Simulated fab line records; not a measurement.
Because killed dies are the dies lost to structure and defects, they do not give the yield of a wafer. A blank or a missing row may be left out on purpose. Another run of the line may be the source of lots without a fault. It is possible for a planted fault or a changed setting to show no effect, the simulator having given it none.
Matching of chambers || flow nandHarc || 4 sister chambers for NHARC_A_CHANNEL_FILL_D1_STRIP_28 on rieDiel-05
The step strips in O2, time 20 s. 8 wafers are shown with their chamber, then 10 later ones without.

== WAFERS WITH THEIR CHAMBER ==
{"wafer": "L079.5", "chamber": 1, "showerheadPlenumPTorr (Torr)": 3.31, "drypumpMotorCurrentA (A)": 5.39}
{"wafer": "L080.6", "chamber": 1, "showerheadPlenumPTorr (Torr)": 3.31, "drypumpMotorCurrentA (A)": 5.41}
{"wafer": "L087.3", "chamber": 0, "showerheadPlenumPTorr (Torr)": 3.58, "drypumpMotorCurrentA (A)": 5.70}
{"wafer": "L086.1", "chamber": 3, "showerheadPlenumPTorr (Torr)": 3.52, "drypumpMotorCurrentA (A)": 5.34}
{"wafer": "L086.3", "chamber": 0, "showerheadPlenumPTorr (Torr)": 3.58, "drypumpMotorCurrentA (A)": 5.72}
{"wafer": "L086.4", "chamber": 2, "showerheadPlenumPTorr (Torr)": 3.32, "drypumpMotorCurrentA (A)": 5.74}
{"wafer": "L089.1", "chamber": 3, "showerheadPlenumPTorr (Torr)": 3.51, "drypumpMotorCurrentA (A)": 5.33}
{"wafer": "L089.4", "chamber": 2, "showerheadPlenumPTorr (Torr)": 3.32, "drypumpMotorCurrentA (A)": 5.76}

== WAFERS WHOSE CHAMBER IS MISSING ==
{"wafer": "L089.5", "showerheadPlenumPTorr (Torr)": 3.31, "drypumpMotorCurrentA (A)": 5.42}
{"wafer": "L091.1", "showerheadPlenumPTorr (Torr)": 3.32, "drypumpMotorCurrentA (A)": 5.76}
{"wafer": "L091.3", "showerheadPlenumPTorr (Torr)": 3.51, "drypumpMotorCurrentA (A)": 5.38}
{"wafer": "L091.6", "showerheadPlenumPTorr (Torr)": 3.51, "drypumpMotorCurrentA (A)": 5.36}
{"wafer": "L095.1", "showerheadPlenumPTorr (Torr)": 3.31, "drypumpMotorCurrentA (A)": 5.43}
{"wafer": "L095.4", "showerheadPlenumPTorr (Torr)": 3.32, "drypumpMotorCurrentA (A)": 5.73}
{"wafer": "L095.5", "showerheadPlenumPTorr (Torr)": 3.31, "drypumpMotorCurrentA (A)": 5.42}
{"wafer": "L097.2", "showerheadPlenumPTorr (Torr)": 3.51, "drypumpMotorCurrentA (A)": 5.35}
{"wafer": "L097.3", "showerheadPlenumPTorr (Torr)": 3.32, "drypumpMotorCurrentA (A)": 5.76}
{"wafer": "L097.6", "showerheadPlenumPTorr (Torr)": 3.32, "drypumpMotorCurrentA (A)": 5.75}

== WHICH CHAMBER EACH ONE RAN IN ==
{"wafer": "L089.5", "from the rows above": 1, "in truth": 1}
{"wafer": "L091.1", "from the rows above": 2, "in truth": 2}
{"wafer": "L091.3", "from the rows above": 3, "in truth": 3}
{"wafer": "L091.6", "from the rows above": 3, "in truth": 3}
{"wafer": "L095.1", "from the rows above": 1, "in truth": 1}
{"wafer": "L095.4", "from the rows above": 2, "in truth": 2}
{"wafer": "L095.5", "from the rows above": 1, "in truth": 1}
{"wafer": "L097.2", "from the rows above": 3, "in truth": 3}
{"wafer": "L097.3", "from the rows above": 2, "in truth": 2}
{"wafer": "L097.6", "from the rows above": 2, "in truth": 2}
Placed correctly: 10 of 10. Not placeable from these rows: 0. Number placed wrongly: 0.
How it was worked out, from the rows above alone: a wafer's distance from a chamber is the root of the sum, over the readings, of the square of ((its reading less the chamber's mean) divided by the reading's scatter). The wafer belongs to the nearest chamber; if the next one is less than 2 further off, it can't be placed. For every chamber, the mean is computed from those of its wafers that are shown. How the scatter is found: for the shown wafers, subtract from each reading the mean of its chamber, square and add these, divide the total by (wafers less chambers), then take the root.
